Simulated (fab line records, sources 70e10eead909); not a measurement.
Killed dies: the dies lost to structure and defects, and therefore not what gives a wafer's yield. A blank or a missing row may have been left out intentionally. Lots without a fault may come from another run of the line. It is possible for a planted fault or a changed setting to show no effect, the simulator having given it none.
One fault seen from 2 desks / flow nand_harc / numbers are kept per desk, each desk with only its own; the story behind them comes last

== AT THE METROLOGY DESK ==
What the gauges read for every lot (on any tool): the sampled wafers with a number, averaged. The brackets show how far a lot's mean lies from the usual mean; more than 4 standard deviations puts the lot out of limits, marked OUT.
Columns: A = cd_nm at NHARC_P_ZERO_WELL_CD_MEAS_11, usual 501.7 nm
lot=L891; first seen here=day 1 19:26; A=502.6
lot=L892; first seen here=day 2 01:14; A=501.1
lot=L893; first seen here=day 2 07:14; A=501.7
lot=L894; first seen here=day 2 13:14; A=502.5
lot=L896; first seen here=day 3 01:14; A=502.8
lot=L902; first seen here=day 4 13:22; A=490.0 (-6.5) OUT
lot=L904; first seen here=day 5 01:10; A=491.7 (-5.6) OUT
lot=L907; first seen here=day 5 19:51; A=502.0
lot=L908; first seen here=day 6 01:07; A=500.9
lot=L912; first seen here=day 7 01:14; A=502.2
lot=L913; first seen here=day 7 07:15; A=503.9
This desk finds L902, L904 out of limits, L902 being first, at day 4 13:22 (cd_nm at NHARC_P_ZERO_WELL_CD_MEAS_11). In limits: L891, L892, L893, L894, L896, L907, L908, L912, L913.

== THE TOOL OWNER'S DESK: litho_track-03 ==
At NHARC_P_ZERO_WELL_SOFTBAKE_06 (time 70 s), the tool's own readings, given per lot that ran on this tool as the mean of the sampled wafers with a number. The brackets show how far a lot's mean lies from the usual mean; more than 4 standard deviations puts the lot out of limits, marked OUT.
Columns: A = exhaust_pa at NHARC_P_ZERO_WELL_SOFTBAKE_06, usual 45.3 Pa; B = heater_power_total_W at NHARC_P_ZERO_WELL_SOFTBAKE_06, usual 200.9 W
lot=L902; first seen here=day 4 12:00; A=45.3; B=187.7 (-9.4) OUT
lot=L904; first seen here=day 5 00:00; A=44.1; B=187.6 (-9.5) OUT
This desk finds L902, L904 out of limits, L902 being first, at day 4 12:00 (heater_power_total_W at NHARC_P_ZERO_WELL_SOFTBAKE_06). In limits: none.

== TAKEN TOGETHER ==
On L902, L904, at day 4 12:00, an alarm was possible from the tool owner's desk.
The metrology desk could have raised an alarm at day 4 13:22, on L902, L904.
Every lot named ran NHARC_P_ZERO_WELL_SOFTBAKE_06 on litho_track-03.

== WHAT THE SIMULATOR PUT IN ==
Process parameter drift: litho_track-03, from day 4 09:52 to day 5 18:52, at NHARC_P_ZERO_WELL_SOFTBAKE_06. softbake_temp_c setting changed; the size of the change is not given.
Shown lots that were struck: L902, L904.
Time in hours from fault onset to the first out-of-limits reading at each desk: tool owner's desk 2, metrology desk 3.
